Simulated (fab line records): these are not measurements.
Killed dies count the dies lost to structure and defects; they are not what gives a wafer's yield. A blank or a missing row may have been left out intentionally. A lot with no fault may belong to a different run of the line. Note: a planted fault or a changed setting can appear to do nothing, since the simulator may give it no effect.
Matching of chambers || flow n5Finfet || N5_HKMG_FIN_DESCUM_17 on rieDiel-03 has 4 sister chambers
The step chemistry O2, time 7.9 s. 18 wafers are shown with their chamber, then 9 later ones without.

WAFERS, EACH WITH ITS CHAMBER
{"wafer": "L075.2", "chamber": 2, "showerheadPlenumPTorr (Torr)": 2.13, "throttleValvePct (%)": 20.84, "oesProductAu (a.u.)": 0.79}
{"wafer": "L075.4", "chamber": 2, "showerheadPlenumPTorr (Torr)": 2.13, "throttleValvePct (%)": 20.83, "oesProductAu (a.u.)": 0.81}
{"wafer": "L075.6", "chamber": 3, "showerheadPlenumPTorr (Torr)": 2.01, "throttleValvePct (%)": 20.75, "oesProductAu (a.u.)": 0.71}
{"wafer": "L079.3", "chamber": 2, "showerheadPlenumPTorr (Torr)": 2.13, "throttleValvePct (%)": 20.85, "oesProductAu (a.u.)": 0.78}
{"wafer": "L079.4", "chamber": 2, "showerheadPlenumPTorr (Torr)": 2.13, "throttleValvePct (%)": 20.86, "oesProductAu (a.u.)": 0.79}
{"wafer": "L079.6", "chamber": 0, "showerheadPlenumPTorr (Torr)": 2.19, "throttleValvePct (%)": 20.40, "oesProductAu (a.u.)": 0.77}
{"wafer": "L082.1", "chamber": 2, "showerheadPlenumPTorr (Torr)": 2.13, "throttleValvePct (%)": 20.87, "oesProductAu (a.u.)": 0.78}
{"wafer": "L082.2", "chamber": 0, "showerheadPlenumPTorr (Torr)": 2.18, "throttleValvePct (%)": 20.43, "oesProductAu (a.u.)": 0.76}
{"wafer": "L082.4", "chamber": 3, "showerheadPlenumPTorr (Torr)": 2.00, "throttleValvePct (%)": 20.79, "oesProductAu (a.u.)": 0.70}
{"wafer": "L083.1", "chamber": 2, "showerheadPlenumPTorr (Torr)": 2.13, "throttleValvePct (%)": 20.86, "oesProductAu (a.u.)": 0.78}
{"wafer": "L083.2", "chamber": 0, "showerheadPlenumPTorr (Torr)": 2.18, "throttleValvePct (%)": 20.41, "oesProductAu (a.u.)": 0.76}
{"wafer": "L083.4", "chamber": 0, "showerheadPlenumPTorr (Torr)": 2.18, "throttleValvePct (%)": 20.41, "oesProductAu (a.u.)": 0.77}
{"wafer": "L084.1", "chamber": 0, "showerheadPlenumPTorr (Torr)": 2.18, "throttleValvePct (%)": 20.41, "oesProductAu (a.u.)": 0.76}
{"wafer": "L084.2", "chamber": 2, "showerheadPlenumPTorr (Torr)": 2.13, "throttleValvePct (%)": 20.87, "oesProductAu (a.u.)": 0.78}
{"wafer": "L084.6", "chamber": 2, "showerheadPlenumPTorr (Torr)": 2.12, "throttleValvePct (%)": 20.87, "oesProductAu (a.u.)": 0.78}
{"wafer": "L090.1", "chamber": 3, "showerheadPlenumPTorr (Torr)": 2.00, "throttleValvePct (%)": 20.80, "oesProductAu (a.u.)": 0.69}
{"wafer": "L090.4", "chamber": 0, "showerheadPlenumPTorr (Torr)": 2.18, "throttleValvePct (%)": 20.43, "oesProductAu (a.u.)": 0.76}
{"wafer": "L090.5", "chamber": 1, "showerheadPlenumPTorr (Torr)": 2.12, "throttleValvePct (%)": 20.49, "oesProductAu (a.u.)": 0.81}

SIGNATURES (means of the wafers above)
{"reading": "showerheadPlenumPTorr", "chamber 0": 2.1817, "chamber 1": 2.1200, "chamber 2": 2.1288, "chamber 3": 2.0033, "scatter within a chamber": 0.00412}
{"reading": "throttleValvePct", "chamber 0": 20.4150, "chamber 1": 20.4900, "chamber 2": 20.8562, "chamber 3": 20.7800, "scatter within a chamber": 0.0163}
{"reading": "oesProductAu", "chamber 0": 0.7633, "chamber 1": 0.8100, "chamber 2": 0.7863, "chamber 3": 0.7000, "scatter within a chamber": 0.00895}
Rule: for a wafer and a chamber, the distance is found by dividing, reading by reading, the gap between the wafer's reading and the chamber's mean by the reading's scatter, squaring, summing and taking the root. The wafer belongs to the nearest chamber; if the next one is less than 2 further off, it can't be placed. The scatter is the square root of a quotient: the sum, over the shown wafers, of each reading's squared deviation from its chamber's mean, divided by wafers minus chambers.

WAFERS MISSING THEIR CHAMBER
{"wafer": "L089.2", "showerheadPlenumPTorr (Torr)": 2.12, "throttleValvePct (%)": 20.50, "oesProductAu (a.u.)": 0.82}
{"wafer": "L089.3", "showerheadPlenumPTorr (Torr)": 2.18, "throttleValvePct (%)": 20.44, "oesProductAu (a.u.)": 0.75}
{"wafer": "L089.4", "showerheadPlenumPTorr (Torr)": 2.00, "throttleValvePct (%)": 20.80, "oesProductAu (a.u.)": 0.68}
{"wafer": "L092.3", "showerheadPlenumPTorr (Torr)": 2.12, "throttleValvePct (%)": 20.53, "oesProductAu (a.u.)": 0.81}
{"wafer": "L092.4", "showerheadPlenumPTorr (Torr)": 1.99, "throttleValvePct (%)": 20.80, "oesProductAu (a.u.)": 0.68}
{"wafer": "L092.6", "showerheadPlenumPTorr (Torr)": 2.12, "throttleValvePct (%)": 20.89, "oesProductAu (a.u.)": 0.76}
{"wafer": "L097.2", "showerheadPlenumPTorr (Torr)": 2.11, "throttleValvePct (%)": 20.53, "oesProductAu (a.u.)": 0.80}
{"wafer": "L097.4", "showerheadPlenumPTorr (Torr)": 2.11, "throttleValvePct (%)": 20.55, "oesProductAu (a.u.)": 0.79}
{"wafer": "L097.5", "showerheadPlenumPTorr (Torr)": 2.17, "throttleValvePct (%)": 20.47, "oesProductAu (a.u.)": 0.74}

THE CHAMBER EACH PASSED THROUGH
{"wafer": "L089.2", "from the rows above": 1, "in truth": 1}
{"wafer": "L089.3", "from the rows above": 0, "in truth": 0}
{"wafer": "L089.4", "from the rows above": 3, "in truth": 3}
{"wafer": "L092.3", "from the rows above": 1, "in truth": 1}
{"wafer": "L092.4", "from the rows above": 3, "in truth": 3}
{"wafer": "L092.6", "from the rows above": 2, "in truth": 2}
{"wafer": "L097.2", "from the rows above": 1, "in truth": 1}
{"wafer": "L097.4", "from the rows above": 1, "in truth": 1}
{"wafer": "L097.5", "from the rows above": 0, "in truth": 0}
Correctly placed: 9 of 9. From these rows, 0 cannot be placed. Number placed wrongly: 0.
